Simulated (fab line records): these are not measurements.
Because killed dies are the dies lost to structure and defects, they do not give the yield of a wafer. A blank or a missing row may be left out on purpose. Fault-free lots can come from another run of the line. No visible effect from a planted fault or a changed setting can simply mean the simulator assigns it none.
Matching of chambers || flow nand-harc || NHARC_THIN_TSV_DEP_47 on pecvd-01: 3 sister chambers
The step deposits SiO2, target thk 200 nm. 14 wafers are shown with their chamber, then 7 later ones without.

WAFERS PAIRED WITH THEIR CHAMBERS
{"wafer": "L725.2", "chamber": 2, "throttle-valve-pct (%)": 16.0, "chamber-pressure-Torr (Torr)": 6.497}
{"wafer": "L725.3", "chamber": 1, "throttle-valve-pct (%)": 16.2, "chamber-pressure-Torr (Torr)": 6.480}
{"wafer": "L725.6", "chamber": 2, "throttle-valve-pct (%)": 15.7, "chamber-pressure-Torr (Torr)": 6.509}
{"wafer": "L731.2", "chamber": 1, "throttle-valve-pct (%)": 16.4, "chamber-pressure-Torr (Torr)": 6.520}
{"wafer": "L731.3", "chamber": 2, "throttle-valve-pct (%)": 16.2, "chamber-pressure-Torr (Torr)": 6.487}
{"wafer": "L731.4", "chamber": 2, "throttle-valve-pct (%)": 16.1, "chamber-pressure-Torr (Torr)": 6.509}
{"wafer": "L732.2", "chamber": 0, "throttle-valve-pct (%)": 16.2, "chamber-pressure-Torr (Torr)": 6.477}
{"wafer": "L732.3", "chamber": 1, "throttle-valve-pct (%)": 16.0, "chamber-pressure-Torr (Torr)": 6.495}
{"wafer": "L732.5", "chamber": 0, "throttle-valve-pct (%)": 16.7, "chamber-pressure-Torr (Torr)": 6.487}
{"wafer": "L733.1", "chamber": 0, "throttle-valve-pct (%)": 16.4, "chamber-pressure-Torr (Torr)": 6.508}
{"wafer": "L733.2", "chamber": 2, "throttle-valve-pct (%)": 16.0, "chamber-pressure-Torr (Torr)": 6.513}
{"wafer": "L733.4", "chamber": 2, "throttle-valve-pct (%)": 16.5, "chamber-pressure-Torr (Torr)": 6.515}
{"wafer": "L741.1", "chamber": 0, "throttle-valve-pct (%)": 16.2, "chamber-pressure-Torr (Torr)": 6.500}
{"wafer": "L741.2", "chamber": 2, "throttle-valve-pct (%)": 16.2, "chamber-pressure-Torr (Torr)": 6.500}

SIGNATURES, as means of the wafers listed above
{"reading": "throttle-valve-pct", "chamber 0": 16.375, "chamber 1": 16.200, "chamber 2": 16.100, "scatter within a chamber": 0.235}
{"reading": "chamber-pressure-Torr", "chamber 0": 6.49300, "chamber 1": 6.49833, "chamber 2": 6.50429, "scatter within a chamber": 0.0134}
Rule: a wafer's distance from a chamber is the root of the sum, over the readings, of the square of ((its reading less the chamber's mean) divided by the reading's scatter). If the next closest chamber is less than 2 further off than the closest, the wafer can't be placed; otherwise it belongs to the closest. The scatter: the root of (the sum of the squares of (reading less its chamber's mean) over the shown wafers, divided by (wafers less chambers)).

WAFERS WHOSE CHAMBER IS MISSING
{"wafer": "L741.6", "throttle-valve-pct (%)": 16.3, "chamber-pressure-Torr (Torr)": 6.484}
{"wafer": "L739.1", "throttle-valve-pct (%)": 16.3, "chamber-pressure-Torr (Torr)": 6.489}
{"wafer": "L739.3", "throttle-valve-pct (%)": 16.4, "chamber-pressure-Torr (Torr)": 6.488}
{"wafer": "L739.5", "throttle-valve-pct (%)": 16.4, "chamber-pressure-Torr (Torr)": 6.515}
{"wafer": "L746.4", "throttle-valve-pct (%)": 16.5, "chamber-pressure-Torr (Torr)": 6.523}
{"wafer": "L746.5", "throttle-valve-pct (%)": 16.4, "chamber-pressure-Torr (Torr)": 6.510}
{"wafer": "L746.6", "throttle-valve-pct (%)": 16.4, "chamber-pressure-Torr (Torr)": 6.517}

THE CHAMBER EACH PASSED THROUGH
{"wafer": "L741.6", "from the rows above": "can't be placed: 0 or 1 or 2", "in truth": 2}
{"wafer": "L739.1", "from the rows above": "can't be placed: 0 or 1 or 2", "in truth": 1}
{"wafer": "L739.3", "from the rows above": "can't be placed: 0 or 1 or 2", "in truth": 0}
{"wafer": "L739.5", "from the rows above": "can't be placed: 1 or 2 or 0", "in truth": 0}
{"wafer": "L746.4", "from the rows above": "can't be placed: 2 or 1 or 0", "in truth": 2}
{"wafer": "L746.5", "from the rows above": "can't be placed: 1 or 0 or 2", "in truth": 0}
{"wafer": "L746.6", "from the rows above": "can't be placed: 2 or 1 or 0", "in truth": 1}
Correctly placed: 0 of 7. Cannot be placed on the basis of these rows: 7; the candidates contain the true chamber in 7. Placed wrongly: 0.
